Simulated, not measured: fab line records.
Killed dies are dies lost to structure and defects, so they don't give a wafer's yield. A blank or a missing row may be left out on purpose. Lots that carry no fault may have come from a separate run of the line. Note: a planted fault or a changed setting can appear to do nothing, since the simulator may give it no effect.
Split-lot study    flow n5_finfet    7 lots, 21 wafers read, on a route of 1938 steps

== ABOUT THE SPLIT ==
At N5_BEOL_M9_EXPOSE_25 (exposes mask V8), the setting dose_mj was moved away from the recipe's 37.25 on 5 of the 21 wafers read, by -5.3% to +7.4%. The other wafers ran this setting at the recipe's value.

== FROM THE SPLIT TO THE READING: what the file shows between them, 2 steps ==
- N5_BEOL_M9_PEB_26: peb time 60 s
- N5_BEOL_M9_DEVELOP_27: develop time 30 s

== THE READING ==
Shown in nm: cd_nm at N5_BEOL_M9_CD_MEAS_28, with target cd 70 nm. On this fab line, fault-free wafers typically give 69.93 nm with a standard deviation of 0.27 nm.

wafer   tool, chamber at the split  dose_mj as run  against the recipe  cd_nm, nm  against lot-mates on the recipe
L077.2  euv_scanner-02, 0           37.25           recipe              69.70      -
L077.4  euv_scanner-02, 0           37.25           recipe              69.93      -
L077.6  euv_scanner-02, 0           37.25           recipe              69.65      -
L081.1  euv_scanner-02, 0           37.25           recipe              69.68      -
L081.2  euv_scanner-02, 0           37.25           recipe              69.94      -
L081.3  euv_scanner-02, 0           37.25           recipe              70.06      -
L088.3  euv_scanner-01, 0           37.25           recipe              69.40      -
L088.4  euv_scanner-01, 0           38.93           +4.5%               70.49      +0.91
L088.5  euv_scanner-01, 0           37.25           recipe              69.75      -
L087.1  euv_scanner-02, 0           37.25           recipe              70.32      -
L087.3  euv_scanner-02, 0           40.01           +7.4%               71.45      +1.13
L087.6  euv_scanner-02, 0           40.01           +7.4%               71.34      +1.02
L089.2  euv_scanner-01, 0           37.25           recipe              69.81      -
L089.3  euv_scanner-01, 0           36.01           -3.3%               69.40      -0.64
L089.4  euv_scanner-01, 0           37.25           recipe              70.27      -
L094.2  euv_scanner-02, 0           37.25           recipe              69.53      -
L094.5  euv_scanner-02, 0           35.27           -5.3%               68.56      -1.36
L094.6  euv_scanner-02, 0           37.25           recipe              70.32      -
L097.1  euv_scanner-02, 0           37.25           recipe              69.99      -
L097.2  euv_scanner-02, 0           37.25           recipe              70.41      -
L097.3  euv_scanner-02, 0           37.25           recipe              69.70      -

FIT RESULTS
A straight line over all 21 wafers: cd_nm changes by +0.199 nm for each +1% of dose_mj; r = +0.90; the points scatter about the line by 0.29 nm.
The same after taking each lot's own level away (the mean of its wafers on the recipe; 21 wafers): +0.176 nm for each +1%; r = +0.90; scatter 0.24 nm.
According to that fit, moving dose_mj by its largest amount changes the reading by 1.3 nm.
Measured against the standard deviation above, the lots' own levels, which go from 69.575 to 70.320 nm, span 2.8 times it.
So the lot-to-lot level changes the slope: the two fits differ.
Check: for one of the wafers moved furthest among these (+7.4%), held out of the fit, the line's prediction against its lot-mates is +1.34 nm. Against them it came out at +1.13 nm.

== THE FILE'S OWN FIT ==
cd_nm changes by +0.187 nm for each +1% of dose_mj, r = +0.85.
